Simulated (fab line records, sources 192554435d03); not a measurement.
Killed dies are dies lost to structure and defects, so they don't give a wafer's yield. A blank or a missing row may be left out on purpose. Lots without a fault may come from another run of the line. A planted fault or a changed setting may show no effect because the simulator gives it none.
fab line records | flow n5_finfet
record lots=4 wafers=12 last_day=16
route steps=1938 shown BEOL_M4@1099 BEOL_M5@1112 BEOL_M13@1694 PASSIVATION@1936
lots that met no fault: from a run of the same line without faults
start_h: hours from the record's first day to the start of the lot's first wafer shown | wait_h: hours since the lot's step before | " the same as in the row above | L1.1+2: a row that stands for several wafers | - no value, or no start given | * or withheld: withheld | < > ~ a bound
route shown NAME@n: a module of which the file shows steps, and the number in the route of the first | usual: mean/standard deviation of fault-free wafers | same: alike in all rows | chamber/n: place in a boat | sites: the reading at each site | _std_site: their standard deviation | _edge_site: outer sites' mean less inner sites' | radius_mm: how far each site lies from the wafer's centre | mask NAME#n: copy n | behind: the tool/chamber that last shaped the wafer | hold: why the lot was held/for how many hours/how that ended | device: the transistor (n, p or np) that didn't switch | end of line: the same wafers' tests at the end of the route | a step without rows: its recipe alone | killed: dies lost to structure and defects at the first sort, not the wafer's yield | map: a wafer's dies, x killed, . not, _ none there
set.NAME: the setting as run; set.NAME@STEP: as run at that earlier step | model.NAME: the simulator's own value behind a step, which no gauge read
lots at some steps of the route; a table a step, a row a wafer
services: from which hour (start_h, from the record's first day; less than 0 if before it) a tool's chamber was out of use, for how many hours, and why
## steps
# step N5_BEOL_M4_ANNEAL_95
# recipe temp_c=400 time_s=240 ambient=vacuum
# step N5_BEOL_M4_SPUTTER_96
# recipe material=Cu target_thk_a=45 temp_c=-20 chamber_pressure_pa=0.07 power_w=withheld time_s=8.29
# step N5_BEOL_M4_ECD_50
# recipe material=Cu target_thk_a=3000
# step N5_BEOL_M4_ANNEAL_51
# recipe temp_c=225 time_s=90 ambient=N2
# step N5_BEOL_M4_CMP_52
# recipe stop_on=SiOC t_overpolish_s=6.8 down_force_psi=1 platen_rpm=50 clearing_platen_down_force_psi=1.5 clearing_platen_rpm=50 post_cmp_clean=cu_alkaline target_thk_nm=40 clearing_platen_pad_velocity_m_s=0.99484 pad_velocity_m_s=0.99484
# step N5_BEOL_M4_PRE_CLEAN_60
# recipe gas=NH3/H2 time_s=15 temp_c=* rf_power_w=300
# step N5_BEOL_M4_CO_CAP_55
# recipe material=Co target_thk_a=20 temp_c=200 precursor=CCTBA/H2 pressure_torr=30 time_s=102.1
# step N5_BEOL_M4_PRE_CLEAN_56
# recipe gas=NH3 time_s=15 temp_c=withheld rf_power_w=300
# step N5_BEOL_M4_DEP_57
# recipe material=SiCN target_thk_a=80 temp_c=withheld precursor=3MS/NH3 pressure_torr=3 rf_w=202 time_s=14
# step N5_BEOL_M4_RC_MEAS_101
# usual DIBL_N=36.4/1.5 DIBL_P=36.6/1.9 IOFF_N=0.155/0.021 IOFF_P=0.211/0.028 ION_N=671/8.6 ION_P=462/5.8 SS_N=71.5/0.5 SS_P=73.4/0.58 VT_N=250.1/2.4 VT_P=-250.1/3
# columns lot.wafer tool chamber start_h wait_h DIBL_N[mV/V] DIBL_P[mV/V] IOFF_N[nA/um] IOFF_P[nA/um] ION_N[uA/um] ION_P[uA/um] SS_N[mV/dec] SS_P[mV/dec] VT_N[mV] VT_P[mV]
L120.1 prober-01 0 214.65 0.0 37.3 38.5 0.180 0.251 671 469 71.6 74.6 246.0 -249.7
L120.3 " 0 " " 36.6 37.5 0.170 0.228 675 461 71.4 74.2 247.8 -249.3
L120.4 " 0 " " 34.8 34.8 0.129 0.185 661 460 71.5 73.8 253.9 -252.5
L125.1 prober-01 0 244.20 0.0 36.8 35.1 0.138 0.189 666 460 71.4 72.8 250.7 -253.3
L125.2 " 0 " " 37.1 35.7 0.148 0.196 671 460 71.5 72.9 251.4 -253.0
L125.4 " 0 " " 36.1 34.0 0.129 0.175 666 456 70.4 72.6 252.9 -252.5
L126.2 prober-02 0 244.65 0.2 35.9 35.0 0.149 0.202 665 453 71.5 73.0 251.1 -251.5
L126.5 " 0 " " 36.1 34.8 0.155 0.196 661 456 71.9 73.6 249.6 -249.0
L126.6 " 0 " " 33.7 32.7 0.121 0.173 652 449 70.4 72.9 251.0 -255.1
L128.2 prober-01 0 273.91 0.2 37.2 36.7 0.153 0.222 671 460 72.1 73.7 250.6 -249.2
L128.4 " 0 " " 35.3 34.4 0.115 0.187 653 455 71.2 72.6 255.9 -250.6
L128.6 " 0 " " 38.0 37.9 0.162 0.244 662 460 72.1 73.5 250.1 -247.3
# step N5_BEOL_M5_ILD_DEP_00
# recipe material=SiCOH_lowk target_thk_a=1406.4 temp_c=300 precursor=DEMS/porogen pressure_torr=5 rf_w=500 time_s=25.9
# step N5_BEOL_M5_CURE_79
# recipe temp_c=385 time_s=240 ambient=He/Ar material=SiCOH_lowk
# step N5_BEOL_M5_PECVD_70
# recipe material=SiO2 target_thk_a=160 temp_c=400 precursor=TEOS/O2 pressure_torr=5.5 rf_w=450 teos_flow_sccm=53.8 gas=O2 flow_sccm=3000 time_s=18
# step N5_BEOL_M5_HM_DEP_02
# recipe material=TiN target_thk_a=200 temp_c=25 chamber_pressure_pa=0.49996
# step N5_BEOL_M5_COAT_59
# recipe resist=SOC temp_c=250 time_s=60 spin_rpm=1500 resist_thk_nm=60
# step N5_BEOL_M5_COAT_60
# recipe resist=SiARC temp_c=220 time_s=60 spin_rpm=1500 resist_thk_nm=12
# step N5_BEOL_M5_COAT_71
# recipe resist=underlayer temp_c=205 time_s=60 spin_rpm=1500 resist_thk_nm=5
# step N5_BEOL_M5_COAT_05
# recipe resist=CAR-EUV spin_rpm=1500 resist_thk_nm=30
# step N5_BEOL_M5_EBR_07
# recipe solvent=PGMEA ebr_width_mm=1.5
# step N5_BEOL_M5_SOFTBAKE_06
# recipe temp_c=110 time_s=60 resist=CAR-EUV
# step N5_BEOL_M5_EXPOSE_08
# recipe mask_id=M5 na=0.33 source_shape=annular sigma_inner=0.4 sigma_outer=0.8 polarization=unpolarized target_cd_nm=28 dose_mj=35.75
# step N5_BEOL_M5_PEB_09
# recipe peb_temp_c=100 peb_time_s=60 resist=CAR-EUV
# step N5_BEOL_M5_DEVELOP_10
# recipe develop_time_s=30 developer=TMAH resist=CAR-EUV rinse_liquid=surfactant_rinse dry=air_spin dev_temp_c=23
# step N5_BEOL_M5_DESCUM_16
# recipe chemistry=O2 time_s=7 source_power_w=50 bias_power_w=20 pressure_mtorr=20 rf_frequency_hz=2.712e+07 temp_c=40 resist=CAR-EUV o2_flow_sccm=225
# step N5_BEOL_M5_ETCH_72
# recipe chemistry=N2/H2 target=underlayer target_depth_a=65 mask_material=CAR-EUV time_s=5.2 ion_energy_ev=200 pressure_mtorr=30 source_w=840 bias_w=150 n2_flow_sccm=200 h2_flow_sccm=200 ends=cleared
# step N5_BEOL_M5_ETCH_61
# recipe chemistry=CF4 target=SiARC target_depth_a=156 mask_material=CAR-EUV time_s=26 ion_energy_ev=80 pressure_mtorr=40 source_w=545 bias_w=36 Ar_flow_sccm=100 cf4_flow_sccm=100 ends=cleared
# step N5_BEOL_M5_ETCH_62
# recipe chemistry=N2/H2 target=SOC target_depth_a=750 overetch_a=150 mask_material=SiARC temp_c=40 time_s=112.5 ion_energy_ev=200 pressure_mtorr=30 source_w=840 bias_w=150 n2_flow_sccm=200 h2_flow_sccm=200
# step N5_BEOL_M5_STRIP_63
# recipe chemistry=N2/H2 temp_c=40 n2_flow_sccm=200 h2_flow_sccm=200 rf_frequency_hz=6e+07
# step N5_BEOL_M5_STRIP_73
# recipe chemistry=N2/H2 temp_c=40 n2_flow_sccm=200 h2_flow_sccm=200 rf_frequency_hz=6e+07
# step N5_BEOL_M5_STRIP_64
# recipe chemistry=CF4 resist=SiARC power_w=300 bias_power_w=75 pressure_mtorr=50 cf4_flow_sccm=150 rf_frequency_hz=6e+07
# step N5_BEOL_M5_HM_OPEN_17
# recipe chemistry=Cl2/BCl3 target_depth_a=200 overetch_a=60 target=TiN mask_material=SOC ion_energy_ev=150 pressure_mtorr=10 icp_w=1000 bias_w=126 Cl2_flow_sccm=53.25 bcl3_flow_sccm=21.75 Ar_flow_sccm=25
# step N5_BEOL_M5_STRIP_19
# recipe chemistry=O2 power_w=400 temp_c=40 pressure_mtorr=30 rf_frequency_hz=6e+07 bias_power_w=0 overash_fraction=0.2 o2_flow_sccm=225
# step N5_BEOL_M5_COAT_65
# recipe resist=SOC temp_c=250 time_s=60 spin_rpm=1500 resist_thk_nm=60
# step N5_BEOL_M5_COAT_66
# recipe resist=SiARC temp_c=220 time_s=60 spin_rpm=1500 resist_thk_nm=12
# step N5_BEOL_M13_ETCH_68
# recipe chemistry=N2/H2 target=SOC mask_material=SiARC source_w=3000 bias_w=350 temp_c=40 time_s=355 ion_energy_ev=200 pressure_mtorr=30 n2_flow_sccm=200 h2_flow_sccm=200
# usual bias_w=349.9/0.97 chamber_pressure_mTorr=30.002/0.026 drypump_motor_current_A=5.5/0.41 oes_product_au=0.79/0.087 rf_vpp_V=524.4/2.2 showerhead_plenum_p_Torr=2.55/0.071 throttle_valve_pct=17.70/0.22
# columns lot.wafer tool chamber start_h wait_h bias_w chamber_pressure_mTorr drypump_motor_current_A oes_product_au rf_hours_counter_h rf_vpp_V showerhead_plenum_p_Torr throttle_valve_pct model.coat_of_BEOL_M13_COAT_22.thk_nm model.SiARC_of_BEOL_M13_COAT_66.thk_nm
L120.1 rie_diel-02 3 283.97 0.1 349.7 29.955 5.8 0.73 198 528.3 2.62 17.70 0 77.6
L120.3 " 2 " " 348.3 29.971 5.2 0.75 185 523.1 2.53 17.98 0 76.8
L120.4 " 1 " " 347.7 30.039 5.4 0.84 58 526.6 2.58 17.54 0 76.4
L125.1 rie_diel-02 0 313.14 0.1 - - - - - - - - 210.4 110
L125.2 " 2 " " - - - - - - - - 210 110.4
L125.4 " 3 " " - - - - - - - - 211.6 110.4
L126.2 rie_diel-05 0 314.08 0.1 - - - - - - - - 212.8 109.8
L126.5 " 2 " " - - - - - - - - 211.6 110
L126.6 " 0 " " - - - - - - - - 212.4 110
L128.2 rie_diel-02 2 345.68 0.1 349.9 30.031 5.2 0.74 205 523.7 2.52 18.02 0 77
L128.4 " 3 " " 350.0 29.984 5.8 0.71 214 525.8 2.61 17.72 0 77.8
L128.6 " 2 " " 350.2 29.967 5.2 0.73 - 522.8 2.52 18.02 0 77.2
# step N5_PASSIVATION_PROBE_49
# usual defect_limited_yield=91.5/1.4 killed_at_M0_to_M3=33/10 killed_at_M4_up=13/5 killed_at_contacts=13/5.6 killed_at_front_end=38/12 killed_at_other=3.9/2.7 killed_dies=100/16 killed_on_rim=13/4 killed_open=66/13 killed_short=32/7.2 sort_bin_5_function=5.0/0.97 sort_bin_6_memory=3.2/0.61 sort_n_pass=1080/16 sort_yield_pct=91.5/1.4
# same gross_dies=1180 killed_at_back_side=0 sort_bin_4_leakage[%]=0 sort_bin_8_speed[%]=0
# columns lot.wafer tool chamber start_h wait_h defect_limited_yield[%] killed_at_M0_to_M3 killed_at_M4_up killed_at_contacts killed_at_front_end killed_at_other killed_dies killed_on_rim killed_open killed_short sort_bin_5_function[%] sort_bin_6_memory[%] sort_n_pass sort_yield_pct[%]
L120.1 prober-01 - 314.34 0.3 92.0 28 13 14 33 6 94 7 54 38 4.6 3.1 1086 92.0
L120.3 prober-01 - 314.44 0.4 91.4 35 16 13 36 1 101 12 76 23 4.1 4.4 1079 91.4
L120.4 prober-01 - 314.49 0.5 90.1 31 14 22 49 1 117 13 77 36 5.5 4.2 1063 90.1
L125.1 prober-02 - 342.73 0.0 0 30 1090 10 44 6 1180 152 60 40 96.7 3.0 0 0
L125.2 prober-02 - 342.78 0.1 0 30 1061 16 68 5 1180 152 92 35 96.1 3.6 0 0
L125.4 prober-02 - 342.88 0.2 0 26 1109 8 35 2 1180 152 49 28 97.8 2.1 0 0
L126.2 prober-01 - 346.72 0.1 0 31 1101 10 36 2 1180 152 70 21 96.9 3.1 0 0
L126.5 prober-01 - 346.87 0.2 0 39 1079 12 47 3 1180 152 94 23 96.3 3.6 0 0
L126.6 prober-01 - 346.92 0.3 0 42 1095 12 30 1 1180 152 62 36 96.5 2.9 0 0
L128.2 prober-02 - 377.98 0.1 89.3 45 5 13 56 7 126 11 75 48 5.8 4.6 1054 89.3
L128.4 prober-02 - 378.08 0.2 90.4 25 15 10 59 4 113 14 59 49 5.8 3.1 1067 90.4
L128.6 prober-02 - 378.18 0.3 92.0 35 8 12 32 7 94 18 57 34 4.4 3.1 1086 92.0
# killed by level:class
L120.1 MOL_CONTACT_COAG:geometric_particle:open=12 BEOL_M1:geometric_particle:short=12 STI_FIN_REVEAL:geometric_particle:open=9 FIN_SAQP:geometric_particle:short=8 BEOL_M8:geometric_particle:open=5 BEOL_M3:geometric_particle:open=4 FIN_SAQP:geometric_particle:open=3 STI_FIN_REVEAL:geometric_particle:short=3
L120.3 STI_FIN_REVEAL:geometric_particle:open=17 BEOL_M2:geometric_particle:open=13 MOL_CONTACT_COAG:geometric_particle:open=9 BEOL_M8:geometric_particle:open=7 BEOL_M0_SAQP:geometric_particle:open=7 BEOL_M0_SAQP:geometric_particle:short=6 FIN_SAQP:geometric_particle:open=5 MOL_CONTACT_COAG:geometric_particle:short=4
L120.4 STI_FIN_REVEAL:geometric_particle:open=26 MOL_CONTACT_COAG:geometric_particle:open=18 BEOL_M3:geometric_particle:open=11 STI_FIN_REVEAL:geometric_particle:short=9 FIN_SAQP:geometric_particle:open=5 BEOL_M1:geometric_particle:short=5 MOL_CONTACT_COAG:geometric_particle:short=4 BEOL_M5:geometric_particle:open=3
L125.1 BEOL_M13:area_etch=1079 BEOL_M0_SAQP:geometric_particle:open=12 FIN_SAQP:geometric_particle:short=11 MOL_CONTACT_COAG:geometric_particle:open=9 STI_FIN_REVEAL:geometric_particle:open=6 BEOL_M0_SAQP:geometric_particle:short=6 FIN_SAQP:geometric_particle:open=5 BEOL_M5:geometric_particle:open=4
L125.2 BEOL_M13:area_etch=1052 STI_FIN_REVEAL:geometric_particle:open=25 MOL_CONTACT_COAG:geometric_particle:open=15 BEOL_M0_SAQP:geometric_particle:open=10 FIN_SAQP:geometric_particle:short=8 BEOL_M0_SAQP:geometric_particle:short=8 FIN_SAQP:geometric_particle:open=6 DUMMY_GATE:geometric_particle:open=6
L125.4 BEOL_M13:area_etch=1102 FIN_SAQP:geometric_particle:short=9 BEOL_M0_SAQP:geometric_particle:short=9 FIN_SAQP:geometric_particle:open=7 BEOL_M0_SAQP:geometric_particle:open=7 MOL_CONTACT_COAG:geometric_particle:open=6 STI_FIN_REVEAL:geometric_particle:open=5 BEOL_M3:geometric_particle:open=4
L126.2 BEOL_M13:area_etch=1089 STI_FIN_REVEAL:geometric_particle:open=13 BEOL_M0_SAQP:geometric_particle:open=10 MOL_CONTACT_COAG:geometric_particle:open=9 DUMMY_GATE:geometric_particle:open=7 BEOL_M3:geometric_particle:open=7 BEOL_M0_SAQP:geometric_particle:short=6 BEOL_M2:geometric_particle:open=6
L126.5 BEOL_M13:area_etch=1063 STI_FIN_REVEAL:geometric_particle:open=25 BEOL_M3:geometric_particle:open=13 MOL_CONTACT_COAG:geometric_particle:open=10 BEOL_M1:geometric_particle:open=8 BEOL_M4:geometric_particle:open=8 BEOL_M0_SAQP:geometric_particle:short=5 BEOL_M2:geometric_particle:open=5
L126.6 BEOL_M13:area_etch=1082 BEOL_M0_SAQP:geometric_particle:open=12 BEOL_M0_SAQP:geometric_particle:short=9 MOL_CONTACT_COAG:geometric_particle:open=9 BEOL_M3:geometric_particle:open=8 STI_FIN_REVEAL:geometric_particle:open=5 BEOL_M1:geometric_particle:open=5 ILD0:geometric_particle:short=4
L128.2 BEOL_M0_SAQP:geometric_particle:open=19 BEOL_M0_SAQP:geometric_particle:short=14 FIN_SAQP:geometric_particle:open=12 MOL_CONTACT_COAG:geometric_particle:open=11 STI_FIN_REVEAL:geometric_particle:open=10 FIN_SAQP:geometric_particle:short=6 DUMMY_GATE:geometric_particle:open=5 GATE_CUT:geometric_particle:open=5
L128.4 FIN_SAQP:geometric_particle:open=13 FIN_SAQP:geometric_particle:short=8 BEOL_M0_SAQP:geometric_particle:short=8 DUMMY_GATE:geometric_particle:open=7 GATE_CUT:geometric_particle:short=6 BEOL_M0_SAQP:geometric_particle:open=6 MOL_CONTACT_COAG:geometric_particle:open=6 DUMMY_GATE:geometric_particle:short=5
L128.6 BEOL_M0_SAQP:geometric_particle:short=14 DUMMY_GATE:geometric_particle:open=10 MOL_CONTACT_COAG:geometric_particle:open=8 BEOL_M0_SAQP:geometric_particle:open=7 FIN_SAQP:geometric_particle:open=5 FIN_CUT:geometric_particle:open=5 BEOL_M2:geometric_particle:open=5 BEOL_M3:geometric_particle:open=5
# map L125.1 (x killed, . not)
_________________xxxxxxxxxxxx________________
______________xxxxxxxxxxxxxxxxxx_____________
___________xxxxxxxxxxxxxxxxxxxxxxxx__________
__________xxxxxxxxxxxxxxxxxxxxxxxxxx_________
________xxxxxxxxxxxxxxxxxxxxxxxxxxxxxx_______
_______xxxxxxxxxxxxxxxxxxxxxxxxxxxxxxxx______
______xxxxxxxxxxxxxxxxxxxxxxxxxxxxxxxxxx_____
_____xxxxxxxxxxxxxxxxxxxxxxxxxxxxxxxxxxxx____
____xxxxxxxxxxxxxxxxxxxxxxxxxxxxxxxxxxxxxx___
___xxxxxxxxxxxxxxxxxxxxxxxxxxxxxxxxxxxxxxxx__
___xxxxxxxxxxxxxxxxxxxxxxxxxxxxxxxxxxxxxxxx__
__xxxxxxxxxxxxxxxxxxxxxxxxxxxxxxxxxxxxxxxxxx_
__xxxxxxxxxxxxxxxxxxxxxxxxxxxxxxxxxxxxxxxxxx_
_xxxxxxxxxxxxxxxxxxxxxxxxxxxxxxxxxxxxxxxxxxxx
_xxxxxxxxxxxxxxxxxxxxxxxxxxxxxxxxxxxxxxxxxxxx
_xxxxxxxxxxxxxxxxxxxxxxxxxxxxxxxxxxxxxxxxxxxx
_xxxxxxxxxxxxxxxxxxxxxxxxxxxxxxxxxxxxxxxxxxxx
_xxxxxxxxxxxxxxxxxxxxxxxxxxxxxxxxxxxxxxxxxxxx
_xxxxxxxxxxxxxxxxxxxxxxxxxxxxxxxxxxxxxxxxxxxx
_xxxxxxxxxxxxxxxxxxxxxxxxxxxxxxxxxxxxxxxxxxxx
_xxxxxxxxxxxxxxxxxxxxxxxxxxxxxxxxxxxxxxxxxxxx
__xxxxxxxxxxxxxxxxxxxxxxxxxxxxxxxxxxxxxxxxxx_
__xxxxxxxxxxxxxxxxxxxxxxxxxxxxxxxxxxxxxxxxxx_
___xxxxxxxxxxxxxxxxxxxxxxxxxxxxxxxxxxxxxxxx__
___xxxxxxxxxxxxxxxxxxxxxxxxxxxxxxxxxxxxxxxx__
____xxxxxxxxxxxxxxxxxxxxxxxxxxxxxxxxxxxxxx___
_____xxxxxxxxxxxxxxxxxxxxxxxxxxxxxxxxxxxx____
______xxxxxxxxxxxxxxxxxxxxxxxxxxxxxxxxxx_____
_______xxxxxxxxxxxxxxxxxxxxxxxxxxxxxxxx______
________xxxxxxxxxxxxxxxxxxxxxxxxxxxxxx_______
__________xxxxxxxxxxxxxxxxxxxxxxxxxx_________
___________xxxxxxxxxxxxxxxxxxxxxxxx__________
______________xxxxxxxxxxxxxxxxxx_____________
_________________xxxxxxxxxxxx________________
# map L126.2 (x killed, . not)
_________________xxxxxxxxxxxx________________
______________xxxxxxxxxxxxxxxxxx_____________
___________xxxxxxxxxxxxxxxxxxxxxxxx__________
__________xxxxxxxxxxxxxxxxxxxxxxxxxx_________
________xxxxxxxxxxxxxxxxxxxxxxxxxxxxxx_______
_______xxxxxxxxxxxxxxxxxxxxxxxxxxxxxxxx______
______xxxxxxxxxxxxxxxxxxxxxxxxxxxxxxxxxx_____
_____xxxxxxxxxxxxxxxxxxxxxxxxxxxxxxxxxxxx____
____xxxxxxxxxxxxxxxxxxxxxxxxxxxxxxxxxxxxxx___
___xxxxxxxxxxxxxxxxxxxxxxxxxxxxxxxxxxxxxxxx__
___xxxxxxxxxxxxxxxxxxxxxxxxxxxxxxxxxxxxxxxx__
__xxxxxxxxxxxxxxxxxxxxxxxxxxxxxxxxxxxxxxxxxx_
__xxxxxxxxxxxxxxxxxxxxxxxxxxxxxxxxxxxxxxxxxx_
_xxxxxxxxxxxxxxxxxxxxxxxxxxxxxxxxxxxxxxxxxxxx
_xxxxxxxxxxxxxxxxxxxxxxxxxxxxxxxxxxxxxxxxxxxx
_xxxxxxxxxxxxxxxxxxxxxxxxxxxxxxxxxxxxxxxxxxxx
_xxxxxxxxxxxxxxxxxxxxxxxxxxxxxxxxxxxxxxxxxxxx
_xxxxxxxxxxxxxxxxxxxxxxxxxxxxxxxxxxxxxxxxxxxx
_xxxxxxxxxxxxxxxxxxxxxxxxxxxxxxxxxxxxxxxxxxxx
_xxxxxxxxxxxxxxxxxxxxxxxxxxxxxxxxxxxxxxxxxxxx
_xxxxxxxxxxxxxxxxxxxxxxxxxxxxxxxxxxxxxxxxxxxx
__xxxxxxxxxxxxxxxxxxxxxxxxxxxxxxxxxxxxxxxxxx_
__xxxxxxxxxxxxxxxxxxxxxxxxxxxxxxxxxxxxxxxxxx_
___xxxxxxxxxxxxxxxxxxxxxxxxxxxxxxxxxxxxxxxx__
___xxxxxxxxxxxxxxxxxxxxxxxxxxxxxxxxxxxxxxxx__
____xxxxxxxxxxxxxxxxxxxxxxxxxxxxxxxxxxxxxx___
_____xxxxxxxxxxxxxxxxxxxxxxxxxxxxxxxxxxxx____
______xxxxxxxxxxxxxxxxxxxxxxxxxxxxxxxxxx_____
_______xxxxxxxxxxxxxxxxxxxxxxxxxxxxxxxx______
________xxxxxxxxxxxxxxxxxxxxxxxxxxxxxx_______
__________xxxxxxxxxxxxxxxxxxxxxxxxxx_________
___________xxxxxxxxxxxxxxxxxxxxxxxx__________
______________xxxxxxxxxxxxxxxxxx_____________
_________________xxxxxxxxxxxx________________
## services
# columns tool chamber start_h hours kind
rie_diel-05 2 270.57 - clean
rie_diel-05 2 270.57 - consumable_replace:focus_ring
rie_diel-05 2 270.57 - consumable_replace:showerhead
rie_diel-05 2 270.57 31.4 scheduled_down
rie_diel-05 2 270.57 31.4 vent_cycle
rie_diel-02 3 290.29 7.6 repair
rie_diel-02 1 297.44 11.5 repair
rie_diel-05 1 313.46 - clean
rie_diel-05 1 313.46 - consumable_replace:focus_ring
rie_diel-05 1 313.46 15.3 scheduled_down
rie_diel-05 1 313.46 15.3 vent_cycle
## key
first_sign step=N5_BEOL_M13_ETCH_68 reading=tool_record direction=missing
effect step=N5_PASSIVATION_PROBE_49 reading=killed_at_M4_up direction=up sigmas=99+ usual=13 struck=1089
model_effect step=N5_BEOL_M13_ETCH_68 value=coat_of_BEOL_M13_COAT_22.thk_nm without=0 struck=211.5
more_kills_born_at N5_BEOL_M13_ETCH_68@rie_diel-05=3234 N5_BEOL_M13_ETCH_68@rie_diel-02=3233
met_at N5_BEOL_M13_ETCH_68
struck_wafers L125.1,L125.2,L125.4,L126.2,L126.5,L126.6
later_rows_left_out L125.1,L125.2,L125.4,L126.2,L126.5,L126.6
onset_between 283.97 313.14
fault kind=skipped_step_whole tool=rie_diel-02,rie_diel-05 chamber=- onset_h=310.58 steps=N5_BEOL_M13_ETCH_68 scope=struck_lots_only
# later_rows_left_out: the simulator's readings of these wafers behind a module that went badly wrong aren't trusted and aren't shown, but for the sort
